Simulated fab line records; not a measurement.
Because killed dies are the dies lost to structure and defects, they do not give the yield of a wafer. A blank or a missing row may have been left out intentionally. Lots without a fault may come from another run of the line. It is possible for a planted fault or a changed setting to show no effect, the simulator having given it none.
fab line records | flow n5_finfet | part 1 of 2: steps 1 to 3 of 6
[record] lots = 24 wafers = 72 last_day = 18
route steps=1938 shown HKMG_FIN@451 GATE_CUT@491 MOL_CONTACT_COAG@526
lots that met no fault: from a run of the same line without faults
start_h: start of the lot's first displayed wafer, in hours after the record's first day | wait_h: hours from the lot's prior step to this one | " identical to the entry in the row above | L1.1+2: several wafers, shown together as one row | - either no value or no given start | * or withheld: withheld | < > ~ a bound
route shown NAME@n: NAME is a module with steps in the file, n the number in the route of the first one | usual: mean and standard deviation over wafers with no fault | same: alike in all rows | chamber/n: place in a boat | sites: per-site readings | _std_site: the values' standard deviation | _edge_site: mean of outer sites minus mean of inner sites | radius_mm: how far each site lies from the wafer's centre | mask NAME#n: copy n | behind: tool/chamber where the wafer was last shaped | hold: why the lot went on hold/how many hours it stayed there/how the hold came to an end | device: the n, p or np transistor that did not switch | end of line: the same wafers' tests at the end of the route | a step with no rows: only its recipe | killed: the dies lost at the first sort to structure and to defects; this is not the yield of the wafer | map: dies across one wafer; x = killed, . = not, _ = none there
set.NAME: the setting as run; set.NAME@STEP: as run at that earlier step | model.NAME: the simulator's own value behind a step, which no gauge read
a sample of lots followed through the steps of the route, with each step as a table and each wafer as a row
services: a tool's chamber out of use, with start hour (start_h, from the record's first day; less than 0 if before it), hours out, and reason
[[steps]]
[step N5_HKMG_FIN_ETCH_67]
[recipe] chemistry = N2/H2 target = SOC target_depth_a = 3889 stop_on = TiN ion_energy_ev = 100 bias_w = 61 pressure_mtorr = 30 source_w = 850 n2_flow_sccm = 200 h2_flow_sccm = 200
[usual] drypump_motor_current_A = 5.7/0.67 oes_product_au = 0.80/0.092 rf_vpp_V = 240.0/1.3 showerhead_plenum_p_Torr = 2.49/0.072 throttle_valve_pct = 17.88/0.24
// columns lot.wafer tool chamber start_h wait_h drypump_motor_current_A oes_product_au rf_hours_counter_h rf_vpp_V showerhead_plenum_p_Torr throttle_valve_pct
L074.2 rie_diel-03 2 76.63 - 4.8 0.68 255 239.7 2.52 17.95
L074.3 " 1 " " 6.5 0.70 188 239.8 2.44 18.21
L074.4 " 1 " " 6.6 0.70 - 239.7 2.44 18.20
L075.1 rie_diel-06 2 83.74 - 5.4 0.73 187 239.9 2.43 18.11
L075.3 " 0 " " 5.2 0.89 26 238.6 2.49 17.81
L075.5 " 1 " " 4.8 0.85 - 240.3 2.49 17.80
L076.1 rie_diel-03 3 88.93 - 6.5 0.67 251 238.8 2.38 17.89
L076.2 " 0 " " 5.0 0.95 5 242.3 2.60 17.81
L076.5 " 0 " " 5.0 0.95 - 240.9 2.60 17.80
L077.1 rie_diel-03 1 93.93 - 6.6 0.70 196 240.4 2.43 18.23
L077.2 " 0 " " 5.0 0.95 7 242.1 2.60 17.82
L077.3 " 3 " " 6.5 0.68 254 237.9 2.38 17.88
L078.3 rie_diel-04 3 105.55 - 5.7 0.88 37 239.4 2.47 17.86
L078.5 " 3 " " 5.7 0.89 - 238.8 2.47 17.85
L078.6 " 0 " " 5.5 0.75 - 238.1 2.45 17.81
L079.1 rie_diel-04 2 112.78 - 5.9 0.71 201 240.5 2.52 18.05
L079.4 " 1 " " 6.1 0.88 31 240.2 2.49 17.53
L079.6 " 3 " " 5.7 0.88 - 240.3 2.47 17.85
L080.2 rie_diel-03 2 115.41 - 4.8 0.95 7 241.0 2.52 17.51
L080.4 " 1 " " 6.6 0.70 - 238.6 2.43 18.23
L080.5 " 0 " " 5.0 0.92 - 242.9 2.60 17.84
L081.1 rie_diel-04 3 124.31 - 5.6 0.87 44 240.7 2.47 17.86
L081.2 " 2 " " 5.9 0.71 205 240.8 2.52 18.04
L081.3 " 0 " " 5.5 0.76 125 239.0 2.45 17.82
L082.1 rie_diel-06 3 128.98 - 6.7 0.68 248 239.7 2.50 18.11
L082.3 " 0 " " 5.2 0.86 41 240.8 2.49 17.84
L082.6 " 1 " " 4.8 0.83 - 240.4 2.48 17.81
L083.2 rie_diel-06 1 131.29 - 4.9 0.83 75 239.1 2.48 17.83
L083.5 " 3 " " 6.7 0.68 - 240.6 2.49 18.10
L083.6 " 2 " " 5.4 0.72 - 239.3 2.43 18.15
L084.3 rie_diel-03 2 141.06 - 4.8 0.92 17 240.5 2.51 17.52
L084.5 " 1 " " 6.6 0.68 - 240.2 2.43 18.25
L084.6 " 2 " " 4.8 0.92 - 240.9 2.51 17.51
L085.1 rie_diel-04 0 144.16 - 5.5 0.75 132 239.4 2.45 17.84
L085.2 " 1 " " 6.1 0.86 37 239.2 2.49 17.54
L085.5 " 1 " " 6.2 0.86 - 240.3 2.49 17.55
L086.1 rie_diel-06 0 152.51 - 5.1 0.84 52 238.8 2.48 17.86
L086.3 " 2 " " 5.4 0.72 214 237.0 2.42 18.15
L086.4 " 1 " " 4.8 0.82 85 240.0 2.47 17.85
L087.2 rie_diel-06 2 156.57 - 5.4 0.71 215 238.9 2.42 18.17
L087.3 " 1 " " 4.8 0.81 87 240.0 2.47 17.83
L087.4 " 0 " " 5.2 0.85 54 239.5 2.48 17.86
L088.2 rie_diel-06 1 161.96 - 4.8 0.81 89 238.9 2.47 17.84
L088.5 " 1 " " 4.9 0.81 - 239.2 2.47 17.86
L088.6 " 2 " " 5.4 0.71 - 238.8 2.42 18.18
L089.2 rie_diel-06 0 168.12 - 5.2 0.83 59 240.6 2.48 17.88
L089.3 " 2 " " 5.3 0.70 220 239.2 2.42 18.17
L089.6 " 0 " " 5.2 0.84 - 240.4 2.48 17.87
L090.1 rie_diel-04 1 174.32 - 6.1 0.85 49 239.0 2.48 17.56
L090.2 " 2 " " 5.9 0.69 227 240.0 2.51 18.09
L090.3 " 0 " " 5.5 0.74 138 239.3 2.44 17.84
L091.2 rie_diel-03 0 179.80 - 5.0 0.87 39 241.8 2.59 17.86
L091.4 " 3 " " 6.5 0.89 21 241.2 2.69 17.42
L091.5 " 3 " " 6.5 0.89 - 243.1 2.69 17.41
L092.1 rie_diel-03 0 186.74 - 5.0 0.88 41 241.7 2.59 17.88
L092.4 " 3 " " 6.5 0.89 24 243.6 2.69 17.43
L092.6 " 1 " " 6.6 0.67 - 238.2 2.42 18.27
L093.1 rie_diel-04 1 194.00 - 6.1 0.85 55 240.0 2.48 17.57
L093.3 " 3 " " 5.7 0.84 70 240.3 2.46 17.90
L093.5 " 0 " " 5.5 0.74 - 240.0 2.44 17.87
L094.1 rie_diel-03 3 198.83 - 6.5 0.88 29 242.7 2.69 17.44
L094.2 " 1 " " 6.5 0.67 235 239.2 2.42 18.28
L094.5 " 1 " " 6.6 0.68 - 239.0 2.42 18.29
L095.2 rie_diel-03 1 204.75 - 6.6 0.68 237 239.3 2.42 18.29
L095.3 " 3 " " 6.5 0.87 31 242.3 2.69 17.42
L095.5 " 3 " " 6.5 0.88 - 242.8 2.69 17.43
L096.2 rie_diel-06 0 211.45 - 5.2 0.81 74 238.8 2.47 17.90
L096.4 " 3 " " 6.7 0.90 23 238.3 2.48 17.73
L096.6 " 0 " " 5.2 0.81 - 240.7 2.47 17.92
L097.2 rie_diel-03 1 218.57 - 6.6 0.67 241 238.4 2.42 18.30
L097.3 " 2 " " 4.8 0.87 45 240.5 2.50 17.57
L097.6 " 3 " " 6.5 0.87 - 243.2 2.69 17.44
[step N5_GATE_CUT_ETCH_28]
[recipe] chemistry = N2/H2 target = underlayer target_depth_a = 130 mask_material = CAR-EUV time_s = 10.4 ion_energy_ev = 200 pressure_mtorr = 30 source_w = 840 bias_w = 150 n2_flow_sccm = 200 h2_flow_sccm = 200 ends = cleared
[usual] drypump_motor_current_A = 5.8/0.39 etch_rf_on_time_s = 10.46/0.25 oes_product_au = 0.65/0.052 rf_vpp_V = 524.2/2.9 showerhead_plenum_p_Torr = 2.55/0.091 throttle_valve_pct = 17.89/0.18
// columns lot.wafer tool chamber start_h wait_h drypump_motor_current_A etch_rf_on_time_s oes_product_au rf_hours_counter_h rf_vpp_V showerhead_plenum_p_Torr throttle_valve_pct
L074.2 rie_diel-02 2 82.68 0.0 5.0 10.32 0.65 156 524.2 2.54 17.73
L074.3 " 1 " " 6.2 10.23 0.63 169 526.3 2.61 17.62
L074.4 " 3 " " 5.9 10.67 0.62 165 520.4 2.45 17.98
L075.1 rie_diel-01 0 89.77 0.0 6.0 10.45 0.68 121 522.1 2.44 17.89
L075.3 " 1 " " 6.5 10.59 0.80 13 525.9 2.61 17.78
L075.5 " 0 " " 6.0 10.36 0.69 - 521.2 2.45 17.91
L076.1 rie_diel-05 2 95.29 0.0 5.6 10.88 0.62 187 528.7 2.63 17.80
L076.2 " 1 " " 5.7 10.64 0.63 150 521.9 2.43 18.26
L076.5 " 1 " " 5.7 10.64 0.63 - 521.0 2.43 18.26
L077.1 rie_diel-05 1 104.36 0.0 5.7 10.56 0.63 152 519.8 2.43 18.25
L077.2 " 2 " " 5.6 10.77 0.62 190 526.0 2.63 17.81
L077.3 " 0 " " 5.9 10.19 0.75 51 527.7 2.68 17.72
L078.3 rie_diel-05 2 111.89 0.0 5.6 10.74 0.62 192 526.2 2.63 17.79
L078.5 " 2 " " 5.6 10.85 0.61 - 529.1 2.63 17.80
L078.6 " 1 " " 5.7 10.67 0.63 - 522.0 2.43 18.26
L079.1 rie_diel-02 3 119.18 0.0 5.9 10.69 0.61 179 519.9 2.44 18.01
L079.4 " 0 " " 5.7 10.00 0.65 - 524.8 2.54 17.69
L079.6 " 2 " " 4.9 10.26 0.64 - 522.3 2.53 17.77
L080.2 rie_diel-05 2 122.00 0.0 5.6 10.82 0.61 195 526.7 2.63 17.81
L080.4 " 1 " " 5.7 10.57 0.63 158 520.3 2.43 18.28
L080.5 " 0 " " 5.9 10.21 0.74 - 528.6 2.68 17.72
L081.1 rie_diel-01 3 130.35 0.0 5.0 10.49 0.62 180 519.9 2.43 18.02
L081.2 " 0 " " 6.0 10.59 0.67 135 520.4 2.44 17.93
L081.3 " 2 " " 6.0 10.53 0.63 169 527.2 2.64 17.92
L082.1 rie_diel-05 1 134.72 0.0 5.8 10.82 0.62 160 521.4 2.42 18.28
L082.3 " 3 " " 5.6 10.46 0.61 203 526.9 2.64 17.95
L082.6 " 2 " " 5.6 10.98 0.61 - 526.5 2.63 17.80
L083.2 rie_diel-01 1 137.65 0.0 6.5 10.55 0.77 27 525.6 2.60 17.81
L083.5 " 0 " " 6.0 10.39 0.68 - 521.4 2.44 17.94
L083.6 " 1 " " 6.5 10.65 0.77 - 525.2 2.60 17.82
L084.3 rie_diel-02 2 146.78 0.0 5.0 10.39 0.63 177 525.6 2.53 17.79
L084.5 " 2 " " 5.0 10.44 0.63 - 523.7 2.53 17.77
L084.6 " 1 " " 6.1 10.38 0.62 - 526.8 2.61 17.63
L085.1 rie_diel-02 0 150.25 0.0 5.8 10.10 0.65 153 524.1 2.53 17.72
L085.2 " 3 " " 5.9 10.56 0.60 189 519.8 2.44 18.03
L085.5 " 1 " " 6.2 10.09 0.63 - 527.3 2.61 17.65
L086.1 rie_diel-02 2 158.42 0.0 5.0 10.40 0.63 180 522.8 2.53 17.79
L086.3 " 1 " " 6.2 10.26 0.63 186 526.1 2.60 17.65
L086.4 " 0 " " 5.8 10.18 0.64 156 523.6 2.53 17.73
L087.2 rie_diel-05 1 163.99 0.0 5.7 10.74 0.61 170 520.8 2.42 18.29
L087.3 " 3 " " 5.6 10.34 0.61 212 525.1 2.63 17.97
L087.4 " 2 " " 5.6 10.73 0.61 208 525.9 2.62 17.81
L088.2 rie_diel-05 0 169.23 0.0 5.9 10.20 0.73 70 529.4 2.68 17.74
L088.5 " 3 " " 5.6 10.31 0.61 - 525.9 2.63 17.98
L088.6 " 0 " " 5.8 10.18 0.72 - 527.3 2.68 17.74
L089.2 rie_diel-01 0 174.21 0.0 6.0 10.44 0.66 149 520.5 2.43 17.96
L089.3 " 3 " " 5.0 10.43 0.61 194 520.7 2.43 18.03
L089.6 " 1 " " 6.5 10.69 0.75 - 526.2 2.60 17.83
L090.1 rie_diel-05 2 180.35 0.0 5.6 10.79 0.61 213 525.9 2.62 17.82
L090.2 " 1 " " 5.7 10.78 0.60 175 519.5 2.42 18.30
L090.3 " 3 " " 5.6 10.47 0.60 218 525.3 2.63 17.97
L091.2 rie_diel-02 0 185.83 0.0 5.8 10.10 0.63 166 525.5 2.53 17.71
L091.4 " 3 " " 5.9 10.70 0.59 - 518.6 2.43 18.04
L091.5 " 0 " " 5.7 10.09 0.63 - 523.9 2.53 17.74
L092.1 rie_diel-05 2 193.31 0.0 5.6 10.91 0.60 217 524.7 2.62 17.85
L092.4 " 0 " " 5.9 10.29 0.73 78 528.0 2.67 17.77
L092.6 " 1 " " 5.8 10.80 0.60 - 519.1 2.42 18.30
L093.1 rie_diel-01 1 199.97 0.0 6.5 10.69 0.75 47 526.6 2.60 17.85
L093.3 " 2 " " 6.0 10.62 0.62 191 526.5 2.63 17.95
L093.5 " 1 " " 6.5 10.62 0.74 - 524.5 2.60 17.85
L094.1 rie_diel-01 0 204.60 0.0 6.0 10.46 0.66 157 522.0 2.43 17.95
L094.2 " 1 " " 6.5 10.73 0.73 49 525.4 2.59 17.84
L094.5 " 0 " " 6.0 10.58 0.66 - 520.6 2.43 17.97
L095.2 rie_diel-02 0 210.47 0.0 5.8 10.04 0.62 174 524.5 2.53 17.75
L095.3 " 1 " " 6.2 10.33 0.62 199 524.7 2.60 17.68
L095.5 " 3 " " 5.9 10.75 0.59 - 520.4 2.43 18.06
L096.2 rie_diel-02 1 217.41 0.0 6.1 10.34 0.62 200 526.4 2.60 17.67
L096.4 " 3 " " 5.9 10.69 0.59 211 519.6 2.43 18.05
L096.6 " 0 " " 5.7 10.09 0.62 - 521.4 2.52 17.74
L097.2 rie_diel-02 0 225.25 0.0 5.8 10.15 0.62 178 523.0 2.52 17.76
L097.3 " 1 " " 6.2 10.26 0.62 203 527.9 2.60 17.69
L097.6 " 0 " " 5.8 10.17 0.62 - 524.2 2.52 17.74
[step N5_GATE_CUT_STRIP_42]
[recipe] chemistry = O2 power_w = 400 temp_c = 40 pressure_mtorr = 30 rf_frequency_hz = 6e+07 bias_power_w = 0 overash_fraction = 0.3 o2_flow_sccm = 225
[usual] drypump_motor_current_A = 5.8/0.39 oes_product_au = 0.76/0.065 rf_vpp_V = 3.7/0.48 showerhead_plenum_p_Torr = 2.11/0.071 throttle_valve_pct = 16.72/0.17
// columns lot.wafer tool chamber start_h wait_h drypump_motor_current_A oes_product_au rf_hours_counter_h rf_vpp_V showerhead_plenum_p_Torr throttle_valve_pct
L074.2 rie_diel-02 2 82.89 0.0 4.9 0.77 156 5.5 2.08 16.46
L074.3 " 1 " " 6.2 0.74 169 3.4 2.18 16.68
L074.4 " 3 " " 5.9 0.73 165 3.5 2.01 16.76
L075.1 rie_diel-01 0 89.99 0.0 6.1 0.80 121 3.3 2.04 16.93
L075.3 " 1 " " 6.5 0.97 14 3.6 2.14 16.45
L075.5 " 0 " " 6.1 0.81 - 3.9 2.04 16.92
L076.1 rie_diel-05 2 95.50 0.0 5.6 0.74 187 3.9 2.16 16.62
L076.2 " 1 " " 5.7 0.74 150 3.2 2.02 17.05
L076.5 " 1 " " 5.7 0.74 - 4.0 2.01 17.04
L077.1 rie_diel-05 1 104.58 0.0 5.7 0.73 152 2.3 2.01 17.03
L077.2 " 2 " " 5.6 0.73 190 3.8 2.16 16.64
L077.3 " 0 " " 5.9 0.87 52 4.2 2.21 16.59
L078.3 rie_diel-05 2 112.10 0.0 5.6 0.73 192 3.0 2.16 16.64
L078.5 " 2 " " 5.6 0.73 - 4.1 2.16 16.64
L078.6 " 1 " " 5.7 0.72 - 4.1 2.01 17.07
L079.1 rie_diel-02 3 119.39 0.0 5.9 0.71 179 3.5 2.01 16.78
L079.4 " 0 " " 5.7 0.76 - 3.6 2.10 16.56
L079.6 " 2 " " 4.9 0.74 - 3.4 2.08 16.47
L080.2 rie_diel-05 2 122.21 0.0 5.6 0.73 195 3.2 2.16 16.65
L080.4 " 1 " " 5.7 0.73 158 3.6 2.01 17.05
L080.5 " 0 " " 5.9 0.85 - 3.9 2.21 16.60
L081.1 rie_diel-01 3 130.56 0.0 5.0 0.73 180 4.2 2.02 16.75
L081.2 " 0 " " 6.1 0.79 135 2.8 2.04 16.96
L081.3 " 2 " " 6.0 0.73 169 3.3 2.16 16.73
L082.1 rie_diel-05 1 134.93 0.0 5.7 0.73 160 3.6 2.01 17.06
L082.3 " 3 " " 5.6 0.73 203 4.1 2.18 16.79
L082.6 " 2 " " 5.6 0.73 - 3.0 2.16 16.64
L083.2 rie_diel-01 1 137.86 0.0 6.5 0.93 28 3.9 2.14 16.46
L083.5 " 0 " " 6.0 0.78 - 4.2 2.04 16.96
L083.6 " 1 " " 6.5 0.93 - 4.6 2.14 16.47
L084.3 rie_diel-02 2 146.99 0.0 4.9 0.75 177 3.6 2.07 16.50
L084.5 " 2 " " 5.0 0.74 - 4.0 2.07 16.51
L084.6 " 1 " " 6.1 0.73 - 3.1 2.18 16.70
L085.1 rie_diel-02 0 150.46 0.0 5.8 0.75 153 4.0 2.10 16.57
L085.2 " 3 " " 5.9 0.71 189 4.3 2.01 16.78
L085.5 " 1 " " 6.2 0.73 - 4.2 2.18 16.73
L086.1 rie_diel-02 2 158.63 0.0 4.9 0.73 180 3.6 2.07 16.51
L086.3 " 1 " " 6.2 0.73 186 3.9 2.18 16.72
L086.4 " 0 " " 5.7 0.75 156 3.4 2.10 16.58
L087.2 rie_diel-05 1 164.20 0.0 5.7 0.72 170 4.0 2.01 17.07
L087.3 " 3 " " 5.6 0.72 213 2.6 2.17 16.81
L087.4 " 2 " " 5.6 0.73 208 4.1 2.16 16.67
L088.2 rie_diel-05 0 169.44 0.0 5.9 0.85 70 4.1 2.20 16.62
L088.5 " 3 " " 5.6 0.73 - 3.5 2.17 16.81
L088.6 " 0 " " 5.9 0.85 - 4.0 2.20 16.64
L089.2 rie_diel-01 0 174.42 0.0 6.1 0.77 149 3.6 2.03 16.99
L089.3 " 3 " " 5.0 0.72 194 4.0 2.02 16.78
L089.6 " 1 " " 6.5 0.90 - 4.3 2.13 16.50
L090.1 rie_diel-05 2 180.56 0.0 5.6 0.72 213 3.7 2.15 16.68
L090.2 " 1 " " 5.7 0.72 175 4.0 2.01 17.09
L090.3 " 3 " " 5.6 0.71 218 2.8 2.17 16.81
L091.2 rie_diel-02 0 186.04 0.0 5.7 0.74 166 3.7 2.09 16.59
L091.4 " 3 " " 5.9 0.69 - 3.7 2.00 16.81
L091.5 " 0 " " 5.7 0.73 - 3.5 2.09 16.59
L092.1 rie_diel-05 2 193.52 0.0 5.6 0.71 217 4.2 2.15 16.69
L092.4 " 0 " " 5.9 0.83 78 4.4 2.20 16.64
L092.6 " 1 " " 5.7 0.72 - 3.8 2.01 17.08
L093.1 rie_diel-01 1 200.18 0.0 6.5 0.89 47 3.4 2.13 16.51
L093.3 " 2 " " 6.0 0.70 191 3.6 2.15 16.77
L093.5 " 1 " " 6.5 0.89 - 4.0 2.13 16.51
L094.1 rie_diel-01 0 204.81 0.0 6.0 0.78 157 4.7 2.03 17.01
L094.2 " 1 " " 6.5 0.90 49 3.5 2.13 16.50
L094.5 " 0 " " 6.0 0.78 - 4.3 2.03 17.00
L095.2 rie_diel-02 0 210.68 0.0 5.7 0.72 174 3.5 2.09 16.60
L095.3 " 1 " " 6.1 0.71 199 4.5 2.17 16.75
L095.5 " 3 " " 5.9 0.69 - 3.3 2.00 16.82
L096.2 rie_diel-02 1 217.62 0.0 6.2 0.72 200 4.3 2.17 16.73
L096.4 " 3 " " 5.9 0.70 211 3.1 2.00 16.82
L096.6 " 0 " " 5.7 0.73 - 3.4 2.09 16.61
L097.2 rie_diel-02 0 225.47 0.0 5.7 0.72 178 3.9 2.09 16.60
L097.3 " 1 " " 6.1 0.70 203 3.4 2.17 16.75
L097.6 " 0 " " 5.7 0.72 - 2.9 2.09 16.63
